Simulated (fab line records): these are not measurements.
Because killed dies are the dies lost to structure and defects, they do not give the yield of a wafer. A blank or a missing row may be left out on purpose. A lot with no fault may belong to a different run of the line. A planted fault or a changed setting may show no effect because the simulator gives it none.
A struck lot beside a sound one	flow n5 finfet	15 steps out of a route of 1938
Sound: the wafers L250.2, L250.3, L250.4. Struck: wafer L260.1 (left out: L260.3, L260.5 of the same lot, which were not struck); the cause appears at the end.
For every step that has rows: the tool of each side, followed by ch and its chambers, followed by its first start. Under that, the readings that differ: sound wafers	struck wafers	difference of the means	sigmas: that difference in standard deviations of wafers without a fault.
alike: readings with means less than 2 such deviations apart, plus words and numbers identical on both sides. not compared: withheld readings, readings lacking a value on some wafer, bounds such as >300 that could conceal the same value, and numbers that have no deviation in the record and whose values overlap.
Wherever a step has rows on one side only, a row that says differs or no value, or a row with sigmas, the two part there. Numbers that have no deviation but don't overlap get no sigmas and don't part them. A reading that every wafer of one side lacks parts them only if that side has two wafers or more.

N5_HKMG_FIN_CMP_94: polishes, stops on SiNx, t overpolish 4.7 s, target thk 43.299 nm.
  sound on cmp-03 ch 0,1,2, day 5 09:26; struck on cmp-03 ch 3, day 7 19:05
  alike: motor current A
N5_HKMG_FIN_INSPECT_28: inspects for defects (darkfield).
  sound on defect inspect-02 at day 5 09:38; struck on defect inspect-01 at day 7 19:15
  alike: raw defect count
N5_GATE_CUT_ETCHBACK_00: etches W in SF6/Cl2.
  sound on rie metal-01 ch 0, day 5 09:43; struck on rie metal-01 ch 1, day 7 19:17
reading	sound	struck	difference	sigmas
drypump motor current A (A)	6.2 6.2 6.3	5.5	-0.7	-2
rf hours counter h (h)	- - -	7	no value on the sound wafers	
  alike: oes product au, throttle valve pct
N5_GATE_CUT_ETCH_56: etches TiN in Cl2/Ar, target depth 21.6 nm.
  sound on rie metal-01 ch 0, day 5 09:57; struck on rie metal-01 ch 1, day 7 19:24
reading	sound	struck	difference	sigmas
rf hours counter h (h)	- - -	7	no value on the sound wafers	
  alike: drypump motor current A, oes product au, throttle valve pct
then, 2 steps without rows for these wafers: N5_GATE_CUT_ETCHBACK_30 (etches TiN in Cl2/Ar, target depth 3 nm); N5_GATE_CUT_VAPOR_ETCH_60 (etches HfO2 in BCl3/Cl2).
N5_GATE_CUT_ETCH_58: etches SiNx in CH3F/O2, target depth 17 nm, time 128.6 s.
  sound on rie diel-05 ch 0,2,3, day 5 10:14; struck on rie diel-03 ch 0, day 7 19:34
  alike: drypump motor current A, oes product au, rf vpp V, showerhead plenum p Torr, throttle valve pct
  not compared: rf hours counter h
then, 3 steps without rows for these wafers: N5_GATE_CUT_STRIP_59 (strips in N2/H2, time 20 s); N5_GATE_CUT_PRECLEAN_31 (cleans in DIW, time 300 s); N5_GATE_CUT_SRD_32 (time 30 s).
N5_GATE_CUT_SAC_CAP_01: material SiNx, target thk 24 nm, pulse time 1 s, ald cycles 480.
  sound on ald sin-02 ch 0,1,3, day 5 10:46; struck on ald sin-04 ch 2, day 7 19:53
  alike: heater power w, precursor pulse height rel
N5_GATE_CUT_PECVD_57: deposits SiNx from SiH4/NH3/N2, target thk 21 nm.
  sound on pecvd-03 ch 1,2, day 5 12:57; struck on pecvd-03 ch 2, day 7 22:05
reading	sound	struck	difference	sigmas
model.SiNx_of_GATE_CUT_PECVD_57.thk nm (nm)	20.8 21.2 22	27.6	+6.3	
  alike: heater power w, showerhead plenum p Torr, throttle valve pct
then, 1 step without rows for these wafers: N5_GATE_CUT_CMP_02 (polishes, stops on SiO2, t overpolish 12.7 s, target thk 0 nm).
-- record jumps: 3 days separate the struck wafers' starts on either side; left off in module GATE_CUT, taken up again in module BEOL_M4, whose first shown step is the route's number 1111 --
N5_BEOL_M4_RC_MEAS_101:
  sound on prober-01 ch 0, day 9 00:53; struck on prober-02 ch 0, day 11 07:19
  alike: DIBL_N, DIBL_P, IOFF_N, IOFF_P, ION_N, ION_P, SS_N, SS_P, VT_N, VT_P
then, 1 step without rows for these wafers: N5_PASSIVATION_PROBE_49.

## WHERE THEY PART
Last at N5_GATE_CUT_ETCH_56 as far as this record goes, first at N5_GATE_CUT_ETCHBACK_00. Later steps at which nothing parts them and some readings are alike: N5_GATE_CUT_ETCH_58, N5_GATE_CUT_SAC_CAP_01, N5_GATE_CUT_PECVD_57, N5_BEOL_M4_RC_MEAS_101.

WHY: whatever the simulator had introduced
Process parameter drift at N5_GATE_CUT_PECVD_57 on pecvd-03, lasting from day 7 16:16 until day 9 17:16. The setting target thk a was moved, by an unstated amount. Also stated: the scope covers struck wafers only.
